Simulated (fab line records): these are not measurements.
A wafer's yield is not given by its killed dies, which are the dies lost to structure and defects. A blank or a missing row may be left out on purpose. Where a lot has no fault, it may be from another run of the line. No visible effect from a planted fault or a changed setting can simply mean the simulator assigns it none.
Which tool did it? / flow n5_finfet / 30 wafers from 10 lots sampled at 6 of the route's 1938 steps

== WHAT THE GAUGES SHOWED, per wafer ==
No reading from a measuring or inspecting step in the record can be judged against a usual standard deviation.

== TOOL THAT RAN EACH LOT (tool first, then ch and the chambers of the sampled wafers, then the start) ==
lot=L358; N5_BEOL_M11_STRIP_19=rie_diel-03 ch 0,1,2, day 12 05:22; N5_BEOL_M11_HM_STRIP_39=wet_bench-03 ch 2,3,4, day 12 06:35; N5_BEOL_M11_CURE_72=uv_cure-01 ch 0, day 12 06:49; N5_BEOL_M11_PRE_CLEAN_45=pvd_sputter-02, day 12 07:18; N5_BEOL_M11_CMP_52=cmp-03 ch 0,1,2, day 12 08:37; N5_PASSIVATION_PROBE_49=prober-01, day 14 04:11
lot=L361; N5_BEOL_M11_STRIP_19=rie_diel-02 ch 0,2,3, day 13 00:28; N5_BEOL_M11_HM_STRIP_39=wet_bench-01 ch 0,5,6, day 13 01:38; N5_BEOL_M11_CURE_72=uv_cure-02 ch 2, day 13 02:04; N5_BEOL_M11_PRE_CLEAN_45=pvd_sputter-03, day 13 02:29; N5_BEOL_M11_CMP_52=cmp-01 ch 1,3, day 13 05:13; N5_PASSIVATION_PROBE_49=prober-01, day 15 05:17
lot=L360; N5_BEOL_M11_STRIP_19=rie_diel-05 ch 0,1,2, day 13 09:37; N5_BEOL_M11_HM_STRIP_39=wet_bench-01 ch 1,2,3, day 13 14:59; N5_BEOL_M11_CURE_72=uv_cure-02 ch 1, day 13 15:09; N5_BEOL_M11_PRE_CLEAN_45=pvd_sputter-03, day 13 15:32; N5_BEOL_M11_CMP_52=cmp-01 ch 0,1,3, day 13 18:36; N5_PASSIVATION_PROBE_49=prober-01, day 15 05:35
lot=L363; N5_BEOL_M11_STRIP_19=rie_diel-05 ch 1,2,3, day 13 10:22; N5_BEOL_M11_HM_STRIP_39=wet_bench-03 ch 3,5,6, day 13 15:11; N5_BEOL_M11_CURE_72=uv_cure-03 ch 1, day 13 15:34; N5_BEOL_M11_PRE_CLEAN_45=pvd_sputter-03, day 13 16:02; N5_BEOL_M11_CMP_52=cmp-03 ch 2,3, day 13 19:19; N5_PASSIVATION_PROBE_49=prober-01, day 15 14:13
lot=L372; N5_BEOL_M11_STRIP_19=rie_diel-05 ch 1,2, day 15 16:47; N5_BEOL_M11_HM_STRIP_39=wet_bench-03 ch 2,3,5, day 15 18:54; N5_BEOL_M11_CURE_72=uv_cure-02 ch 0, day 15 19:07; N5_BEOL_M11_PRE_CLEAN_45=pvd_sputter-02, day 15 20:53; N5_BEOL_M11_CMP_52=cmp-03 ch 0,3, day 15 22:13; N5_PASSIVATION_PROBE_49=prober-02, day 17 11:52
lot=L371; N5_BEOL_M11_STRIP_19=rie_diel-05 ch 1,2, day 15 17:38; N5_BEOL_M11_HM_STRIP_39=wet_bench-01 ch 1,4,5, day 15 19:35; N5_BEOL_M11_CURE_72=uv_cure-02 ch 0, day 15 19:49; N5_BEOL_M11_PRE_CLEAN_45=pvd_sputter-01, day 15 21:20; N5_BEOL_M11_CMP_52=cmp-03 ch 1,2, day 15 22:28; N5_PASSIVATION_PROBE_49=prober-02, day 17 13:04
lot=L374; N5_BEOL_M11_STRIP_19=rie_diel-03 ch 0,1,3, day 16 23:41; N5_BEOL_M11_HM_STRIP_39=wet_bench-01 ch 3,6,7, day 17 02:17; N5_BEOL_M11_CURE_72=uv_cure-02 ch 1, day 17 02:28; N5_BEOL_M11_PRE_CLEAN_45=pvd_sputter-02, day 17 02:56; N5_BEOL_M11_CMP_52=cmp-03 ch 0,1,3, day 17 05:52; N5_PASSIVATION_PROBE_49=prober-02, day 19 07:32
lot=L376; N5_BEOL_M11_STRIP_19=rie_diel-02 ch 0,1, day 17 03:08; N5_BEOL_M11_HM_STRIP_39=wet_bench-01 ch 1,4,7, day 17 05:13; N5_BEOL_M11_CURE_72=uv_cure-01 ch 0, day 17 05:41; N5_BEOL_M11_PRE_CLEAN_45=pvd_sputter-03, day 17 06:22; N5_BEOL_M11_CMP_52=cmp-01 ch 0,2,3, day 17 07:59; N5_PASSIVATION_PROBE_49=prober-02, day 19 06:02
lot=L375; N5_BEOL_M11_STRIP_19=rie_diel-05 ch 1,2, day 17 09:26; N5_BEOL_M11_HM_STRIP_39=wet_bench-03 ch 1,3,4, day 17 11:34; N5_BEOL_M11_CURE_72=uv_cure-02 ch 0, day 17 11:44; N5_BEOL_M11_PRE_CLEAN_45=pvd_sputter-02, day 17 12:23; N5_BEOL_M11_CMP_52=cmp-03 ch 0,1,3, day 17 13:46; N5_PASSIVATION_PROBE_49=prober-02, day 19 07:50
lot=L378; N5_BEOL_M11_STRIP_19=rie_diel-03 ch 1,3, day 19 02:06; N5_BEOL_M11_HM_STRIP_39=wet_bench-03 ch 2,3,4, day 19 04:52; N5_BEOL_M11_CURE_72=uv_cure-02 ch 1, day 19 05:07; N5_BEOL_M11_PRE_CLEAN_45=pvd_sputter-02, day 19 05:32; N5_BEOL_M11_CMP_52=cmp-02 ch 0,1,2, day 19 07:20; N5_PASSIVATION_PROBE_49=prober-02, day 20 22:41
- N5_BEOL_M11_STRIP_19: strips in O2.
- N5_BEOL_M11_HM_STRIP_39: strips TiN in peroxide tin strip, target depth 25 nm, time 158 s.
- N5_BEOL_M11_CURE_72: cures SiCOH lowk, time 120 s.
- N5_BEOL_M11_PRE_CLEAN_45: time 30 s.
- N5_BEOL_M11_CMP_52: polishes, stops on SiCOH lowk, t overpolish 7 s, target thk 140 nm.
- N5_PASSIVATION_PROBE_49

== AS READ BY THE TOOLS THEMSELVES (means over the sampled wafers that have a number; for cases with no such wafer, the mark the record gives instead) ==
N5_BEOL_M11_STRIP_19. Usual: chamber_pressure_mTorr 30.00 mTorr, standard deviation 0.035; drypump_motor_current_A 5.8 A, standard deviation 0.42; o2_flow_sccm 225.0 sccm, standard deviation 0.63; oes_product_au 0.79 a.u., standard deviation 0.089; rf_vpp_V 3.6 V, standard deviation 0.56; showerhead_plenum_p_Torr 2.08 Torr, standard deviation 0.061; throttle_valve_pct 16.72 %, standard deviation 0.22.
lot=L358; tool=rie_diel-03; chamber_pressure_mTorr (mTorr)=30.01; drypump_motor_current_A (A)=5.8; o2_flow_sccm (sccm)=225.1; oes_product_au (a.u.)=0.72; rf_vpp_V (V)=3.4; showerhead_plenum_p_Torr (Torr)=2.08; throttle_valve_pct (%)=16.86; flag=
lot=L361; tool=rie_diel-02; chamber_pressure_mTorr (mTorr)=30.02; drypump_motor_current_A (A)=5.6; o2_flow_sccm (sccm)=225.3; oes_product_au (a.u.)=0.82; rf_vpp_V (V)=2.9; showerhead_plenum_p_Torr (Torr)=2.06; throttle_valve_pct (%)=16.68; flag=
lot=L360; tool=rie_diel-05; chamber_pressure_mTorr (mTorr)=30.01; drypump_motor_current_A (A)=5.8; o2_flow_sccm (sccm)=225.3; oes_product_au (a.u.)=0.80; rf_vpp_V (V)=4.0; showerhead_plenum_p_Torr (Torr)=2.08; throttle_valve_pct (%)=16.57; flag=
lot=L363; tool=rie_diel-05; chamber_pressure_mTorr (mTorr)=29.95; drypump_motor_current_A (A)=6.0; o2_flow_sccm (sccm)=224.9; oes_product_au (a.u.)=0.84; rf_vpp_V (V)=3.5; showerhead_plenum_p_Torr (Torr)=2.08; throttle_valve_pct (%)=16.69; flag=
lot=L372; tool=rie_diel-05; chamber_pressure_mTorr (mTorr)=30.00; drypump_motor_current_A (A)=5.6; o2_flow_sccm (sccm)=225.1; oes_product_au (a.u.)=0.84; rf_vpp_V (V)=3.7; showerhead_plenum_p_Torr (Torr)=2.09; throttle_valve_pct (%)=16.54; flag=
lot=L371; tool=rie_diel-05; chamber_pressure_mTorr (mTorr)=29.97; drypump_motor_current_A (A)=5.7; o2_flow_sccm (sccm)=224.6; oes_product_au (a.u.)=0.84; rf_vpp_V (V)=3.6; showerhead_plenum_p_Torr (Torr)=2.09; throttle_valve_pct (%)=16.56; flag=
lot=L374; tool=rie_diel-03; chamber_pressure_mTorr (mTorr)=30.00; drypump_motor_current_A (A)=5.7; o2_flow_sccm (sccm)=225.8; oes_product_au (a.u.)=0.71; rf_vpp_V (V)=3.6; showerhead_plenum_p_Torr (Torr)=2.13; throttle_valve_pct (%)=16.91; flag=
lot=L376; tool=rie_diel-02; chamber_pressure_mTorr (mTorr)=30.01; drypump_motor_current_A (A)=5.1; o2_flow_sccm (sccm)=225.4; oes_product_au (a.u.)=0.81; rf_vpp_V (V)=3.6; showerhead_plenum_p_Torr (Torr)=2.09; throttle_valve_pct (%)=16.79; flag=
lot=L375; tool=rie_diel-05; chamber_pressure_mTorr (mTorr)=30.00; drypump_motor_current_A (A)=5.9; o2_flow_sccm (sccm)=224.4; oes_product_au (a.u.)=0.83; rf_vpp_V (V)=3.5; showerhead_plenum_p_Torr (Torr)=2.06; throttle_valve_pct (%)=16.63; flag=
lot=L378; tool=rie_diel-03; chamber_pressure_mTorr (mTorr)=30.01; drypump_motor_current_A (A)=5.6; o2_flow_sccm (sccm)=225.2; oes_product_au (a.u.)=0.67; rf_vpp_V (V)=3.5; showerhead_plenum_p_Torr (Torr)=2.12; throttle_valve_pct (%)=17.00; flag=

N5_BEOL_M11_HM_STRIP_39. Usual: bath_guard_temp_C 49.9 C, standard deviation 0.45; bath_heat_duty_pct 7.3 %, standard deviation 0.93.
lot=L358; tool=wet_bench-03; bath_guard_temp_C (C)=49.9; bath_heat_duty_pct (%)=6.4; flag=
lot=L361; tool=wet_bench-01; bath_guard_temp_C (C)=-; bath_heat_duty_pct (%)=-; flag=OFF
lot=L360; tool=wet_bench-01; bath_guard_temp_C (C)=-; bath_heat_duty_pct (%)=-; flag=OFF
lot=L363; tool=wet_bench-03; bath_guard_temp_C (C)=-; bath_heat_duty_pct (%)=-; flag=OFF
lot=L372; tool=wet_bench-03; bath_guard_temp_C (C)=49.7; bath_heat_duty_pct (%)=6.8; flag=
lot=L371; tool=wet_bench-01; bath_guard_temp_C (C)=49.7; bath_heat_duty_pct (%)=7.0; flag=
lot=L374; tool=wet_bench-01; bath_guard_temp_C (C)=50.2; bath_heat_duty_pct (%)=8.0; flag=
lot=L376; tool=wet_bench-01; bath_guard_temp_C (C)=49.6; bath_heat_duty_pct (%)=7.1; flag=
lot=L375; tool=wet_bench-03; bath_guard_temp_C (C)=50.0; bath_heat_duty_pct (%)=7.6; flag=
lot=L378; tool=wet_bench-03; bath_guard_temp_C (C)=49.7; bath_heat_duty_pct (%)=6.7; flag=

N5_BEOL_M11_CURE_72. Usual: lamp_power_pct 52.31 %, standard deviation 0.057; wafer_temp_C_max 371.7, standard deviation 0.46.
lot=L358; tool=uv_cure-01; lamp_power_pct (%)=52.34; wafer_temp_C_max=371.1; flag=
lot=L361; tool=uv_cure-02; lamp_power_pct (%)=52.35; wafer_temp_C_max=372.3; flag=
lot=L360; tool=uv_cure-02; lamp_power_pct (%)=52.31; wafer_temp_C_max=372.2; flag=
lot=L363; tool=uv_cure-03; lamp_power_pct (%)=52.26; wafer_temp_C_max=371.8; flag=
lot=L372; tool=uv_cure-02; lamp_power_pct (%)=52.32; wafer_temp_C_max=371.9; flag=
lot=L371; tool=uv_cure-02; lamp_power_pct (%)=52.31; wafer_temp_C_max=371.3; flag=
lot=L374; tool=uv_cure-02; lamp_power_pct (%)=52.28; wafer_temp_C_max=371.9; flag=
lot=L376; tool=uv_cure-01; lamp_power_pct (%)=52.35; wafer_temp_C_max=371.3; flag=
lot=L375; tool=uv_cure-02; lamp_power_pct (%)=52.27; wafer_temp_C_max=371.8; flag=
lot=L378; tool=uv_cure-02; lamp_power_pct (%)=52.38; wafer_temp_C_max=372.1; flag=

N5_BEOL_M11_PRE_CLEAN_45. Usual: heater_power_w 339 W, standard deviation 36.
lot=L358; tool=pvd_sputter-02; heater_power_w (W)=367; flag=
lot=L361; tool=pvd_sputter-03; heater_power_w (W)=298; flag=
lot=L360; tool=pvd_sputter-03; heater_power_w (W)=310; flag=
lot=L363; tool=pvd_sputter-03; heater_power_w (W)=306; flag=
lot=L372; tool=pvd_sputter-02; heater_power_w (W)=355; flag=
lot=L371; tool=pvd_sputter-01; heater_power_w (W)=347; flag=
lot=L374; tool=pvd_sputter-02; heater_power_w (W)=350; flag=
lot=L376; tool=pvd_sputter-03; heater_power_w (W)=289; flag=
lot=L375; tool=pvd_sputter-02; heater_power_w (W)=370; flag=
lot=L378; tool=pvd_sputter-02; heater_power_w (W)=351; flag=

N5_BEOL_M11_CMP_52. Usual: barrier_field_endpoint_s 29.1 s, standard deviation 0.57; motor_current_A 6.4 A, standard deviation 0.87.
lot=L358; tool=cmp-03; barrier_field_endpoint_s (s)=29.3; motor_current_A (A)=7.2; flag=
lot=L361; tool=cmp-01; barrier_field_endpoint_s (s)=34.4; motor_current_A (A)=6.1; flag=OFF
lot=L360; tool=cmp-01; barrier_field_endpoint_s (s)=35.9; motor_current_A (A)=5.9; flag=OFF
lot=L363; tool=cmp-03; barrier_field_endpoint_s (s)=35.5; motor_current_A (A)=6.5; flag=OFF
lot=L372; tool=cmp-03; barrier_field_endpoint_s (s)=29.1; motor_current_A (A)=7.0; flag=
lot=L371; tool=cmp-03; barrier_field_endpoint_s (s)=29.3; motor_current_A (A)=6.9; flag=
lot=L374; tool=cmp-03; barrier_field_endpoint_s (s)=29.2; motor_current_A (A)=7.5; flag=
lot=L376; tool=cmp-01; barrier_field_endpoint_s (s)=29.2; motor_current_A (A)=6.1; flag=
lot=L375; tool=cmp-03; barrier_field_endpoint_s (s)=29.4; motor_current_A (A)=7.3; flag=
lot=L378; tool=cmp-02; barrier_field_endpoint_s (s)=28.1; motor_current_A (A)=5.9; flag=

N5_PASSIVATION_PROBE_49. Usual: defect_limited_yield 91.2 %, standard deviation 1.3; killed_at_M0_to_M3 34, standard deviation 9.2; killed_at_M4_up 14, standard deviation 5; killed_at_contacts 13, standard deviation 6.7; killed_at_front_end 39, standard deviation 12; killed_at_other 4, standard deviation 3.3; killed_dies 104, standard deviation 15; killed_open 68, standard deviation 12; killed_short 34, standard deviation 7.5; sort_bin_5_function 5.2 %, standard deviation 0.87; sort_bin_6_memory 3.3 %, standard deviation 0.63; sort_n_pass 1076, standard deviation 15; sort_yield_pct 91.2 %, standard deviation 1.3.
lot=L358; tool=prober-01; defect_limited_yield (%)=90.8; killed_at_M0_to_M3=41; killed_at_M4_up=15; killed_at_contacts=13; killed_at_front_end=38; killed_at_other=3; killed_dies=109; killed_open=67; killed_short=40; sort_bin_5_function (%)=5.1; sort_bin_6_memory (%)=3.5; sort_n_pass=1071; sort_yield_pct (%)=90.8; flag=
lot=L361; tool=prober-01; defect_limited_yield (%)=89.6; killed_at_M0_to_M3=29; killed_at_M4_up=19; killed_at_contacts=13; killed_at_front_end=58; killed_at_other=4; killed_dies=122; killed_open=83; killed_short=36; sort_bin_5_function (%)=5.9; sort_bin_6_memory (%)=4.1; sort_n_pass=1058; sort_yield_pct (%)=89.6; flag=
lot=L360; tool=prober-01; defect_limited_yield (%)=91.8; killed_at_M0_to_M3=24; killed_at_M4_up=12; killed_at_contacts=20; killed_at_front_end=38; killed_at_other=3; killed_dies=96; killed_open=66; killed_short=29; sort_bin_5_function (%)=4.9; sort_bin_6_memory (%)=2.8; sort_n_pass=1084; sort_yield_pct (%)=91.8; flag=
lot=L363; tool=prober-01; defect_limited_yield (%)=90.9; killed_at_M0_to_M3=34; killed_at_M4_up=16; killed_at_contacts=13; killed_at_front_end=37; killed_at_other=6; killed_dies=107; killed_open=71; killed_short=32; sort_bin_5_function (%)=5.4; sort_bin_6_memory (%)=3.5; sort_n_pass=1073; sort_yield_pct (%)=90.9; flag=
lot=L372; tool=prober-02; defect_limited_yield (%)=92.0; killed_at_M0_to_M3=25; killed_at_M4_up=9; killed_at_contacts=18; killed_at_front_end=38; killed_at_other=5; killed_dies=95; killed_open=57; killed_short=37; sort_bin_5_function (%)=4.7; sort_bin_6_memory (%)=2.9; sort_n_pass=1085; sort_yield_pct (%)=92.0; flag=
lot=L371; tool=prober-02; defect_limited_yield (%)=89.8; killed_at_M0_to_M3=33; killed_at_M4_up=14; killed_at_contacts=30; killed_at_front_end=40; killed_at_other=3; killed_dies=120; killed_open=78; killed_short=39; sort_bin_5_function (%)=6.0; sort_bin_6_memory (%)=3.9; sort_n_pass=1060; sort_yield_pct (%)=89.8; flag=
lot=L374; tool=prober-02; defect_limited_yield (%)=89.5; killed_at_M0_to_M3=48; killed_at_M4_up=15; killed_at_contacts=8; killed_at_front_end=46; killed_at_other=7; killed_dies=124; killed_open=80; killed_short=41; sort_bin_5_function (%)=5.4; sort_bin_6_memory (%)=4.6; sort_n_pass=1056; sort_yield_pct (%)=89.5; flag=
lot=L376; tool=prober-02; defect_limited_yield (%)=91.4; killed_at_M0_to_M3=28; killed_at_M4_up=14; killed_at_contacts=9; killed_at_front_end=44; killed_at_other=7; killed_dies=102; killed_open=61; killed_short=36; sort_bin_5_function (%)=5.2; sort_bin_6_memory (%)=3.0; sort_n_pass=1078; sort_yield_pct (%)=91.4; flag=
lot=L375; tool=prober-02; defect_limited_yield (%)=90.5; killed_at_M0_to_M3=40; killed_at_M4_up=9; killed_at_contacts=10; killed_at_front_end=50; killed_at_other=4; killed_dies=112; killed_open=70; killed_short=41; sort_bin_5_function (%)=5.8; sort_bin_6_memory (%)=3.1; sort_n_pass=1068; sort_yield_pct (%)=90.5; flag=
lot=L378; tool=prober-02; defect_limited_yield (%)=91.3; killed_at_M0_to_M3=34; killed_at_M4_up=14; killed_at_contacts=13; killed_at_front_end=39; killed_at_other=3; killed_dies=103; killed_open=68; killed_short=32; sort_bin_5_function (%)=5.4; sort_bin_6_memory (%)=2.8; sort_n_pass=1077; sort_yield_pct (%)=91.3; flag=

== THE ANSWER, worked out from the rows above alone ==
Rule: take the mean of a lot's wafers that have a number; if it is more than 3 standard deviations from the usual mean, the lot is off. A lot without any number at a reading at which 4 lots or more have one is off too. All remaining lots with rows at the step are treated as sound. After the gauges, taken in route order, come the tools' own readings; for these a lot's mean is taken, as printed above. At the first step where some lot is off, the reading lying furthest off is the one used; lots without a number count as furthest.
Off, at N5_BEOL_M11_HM_STRIP_39 on bath_guard_temp_C: L361, L360, L363. Without a number there: L361, L360, L363.
If a tool, at that step or one of the process steps before it, ran each lot that is off and ran no sound lot following the first of them, it fits. Of those tried, none fits.

== WHAT THE SIMULATOR HAD PUT IN ==
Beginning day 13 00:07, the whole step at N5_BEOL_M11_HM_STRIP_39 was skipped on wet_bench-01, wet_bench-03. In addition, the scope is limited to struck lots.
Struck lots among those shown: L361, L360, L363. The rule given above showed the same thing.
